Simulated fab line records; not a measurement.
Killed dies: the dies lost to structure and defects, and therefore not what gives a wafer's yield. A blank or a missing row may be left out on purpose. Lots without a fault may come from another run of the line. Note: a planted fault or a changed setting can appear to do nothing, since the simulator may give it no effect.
Matching of chambers / flow n5-finfet / N5_HKMG_FIN_CMP_23 on cmp-03: 4 sister chambers
The step polishes, stops on SiNx, t overpolish 10 s, target thk 46.326 nm. 4 wafers are shown with their chamber, then 11 later ones without.

## EACH WAFER AND ITS CHAMBER
wafer=L077.1; chamber=0; motor-current-A (A)=13.4
wafer=L088.2; chamber=3; motor-current-A (A)=12.6
wafer=L089.1; chamber=1; motor-current-A (A)=12.6
wafer=L090.1; chamber=2; motor-current-A (A)=10.8

## WAFERS MISSING THEIR CHAMBER
wafer=L090.2; motor-current-A (A)=12.7
wafer=L090.5; motor-current-A (A)=13.8
wafer=L093.1; motor-current-A (A)=13.4
wafer=L093.4; motor-current-A (A)=10.9
wafer=L093.6; motor-current-A (A)=10.9
wafer=L094.1; motor-current-A (A)=11.2
wafer=L094.2; motor-current-A (A)=12.8
wafer=L094.3; motor-current-A (A)=13.6
wafer=L097.3; motor-current-A (A)=11.0
wafer=L097.4; motor-current-A (A)=14.0
wafer=L097.6; motor-current-A (A)=11.6

## EACH ONE'S CHAMBER
wafer=L090.2; from the rows above=can't be placed: 1 or 3 or 0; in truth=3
wafer=L090.5; from the rows above=0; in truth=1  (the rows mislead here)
wafer=L093.1; from the rows above=0; in truth=0
wafer=L093.4; from the rows above=2; in truth=2
wafer=L093.6; from the rows above=2; in truth=2
wafer=L094.1; from the rows above=2; in truth=2
wafer=L094.2; from the rows above=can't be placed: 1 or 3 or 0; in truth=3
wafer=L094.3; from the rows above=0; in truth=0
wafer=L097.3; from the rows above=2; in truth=2
wafer=L097.4; from the rows above=0; in truth=0
wafer=L097.6; from the rows above=can't be placed: 2 or 1 or 3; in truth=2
Correct placement for 7 of the 11. Can't be placed from these rows: 3 (the true chamber is among the candidates in 3). Placed wrongly: 1.
How it was worked out, from the rows above alone: a wafer's distance from a chamber is the root of the sum, over the readings, of the square of ((its reading less the chamber's mean) divided by the reading's scatter). The wafer belongs to the nearest chamber; if the next one is less than 2 further off, it can't be placed. For every chamber, the mean is computed from those of its wafers that are shown. The scatter: root of mean squared gap, hidden wafer to nearest shown wafer, with one shown wafer a chamber.
